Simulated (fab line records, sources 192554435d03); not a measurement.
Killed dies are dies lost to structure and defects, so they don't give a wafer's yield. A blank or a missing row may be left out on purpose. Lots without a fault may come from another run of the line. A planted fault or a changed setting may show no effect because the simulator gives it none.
Chamber matching | flow n5_finfet | N5_BEOL_M9_STRIP_36 on rie_diel-03: 4 sister chambers
The step strips in N2/H2. 8 wafers are shown with their chamber, then 8 later ones without.

WAFERS WITH THEIR CHAMBER
wafer  | chamber | showerhead_plenum_p_Torr (Torr) | throttle_valve_pct (%)
L088.3 | 2       | 2.56                            | 23.34
L092.4 | 1       | 2.39                            | 23.66
L092.5 | 3       | 2.69                            | 23.99
L092.6 | 0       | 2.52                            | 23.63
L095.1 | 0       | 2.52                            | 23.61
L095.2 | 1       | 2.39                            | 23.67
L095.3 | 2       | 2.55                            | 23.33
L093.1 | 3       | 2.69                            | 23.99

WAFERS WITHOUT THEIR CHAMBER
wafer  | showerhead_plenum_p_Torr (Torr) | throttle_valve_pct (%)
L093.4 | 2.55                            | 23.33
L093.6 | 2.52                            | 23.65
L096.1 | 2.69                            | 23.98
L096.3 | 2.38                            | 23.63
L096.4 | 2.52                            | 23.62
L091.3 | 2.55                            | 23.36
L091.4 | 2.55                            | 23.36
L091.6 | 2.68                            | 23.99

WHICH CHAMBER EACH WENT THROUGH
wafer  | from the rows above | in truth
L093.4 | 2                   | 2
L093.6 | 0                   | 0
L096.1 | 3                   | 3
L096.3 | 1                   | 1
L096.4 | 0                   | 0
L091.3 | 2                   | 2
L091.4 | 2                   | 2
L091.6 | 3                   | 3
Placed correctly: 8 of 8. Can't be placed from these rows: 0. Placed wrongly: 0.
How it was worked out, from the rows above alone: a wafer's distance from a chamber is the root of the sum, over the readings, of the square of ((its reading less the chamber's mean) divided by the reading's scatter). The wafer belongs to the nearest chamber; if the next one is less than 2 further off, it can't be placed. A chamber's mean is the mean of its shown wafers. The scatter: the root of (the sum of the squares of (reading less its chamber's mean) over the shown wafers, divided by (wafers less chambers)).
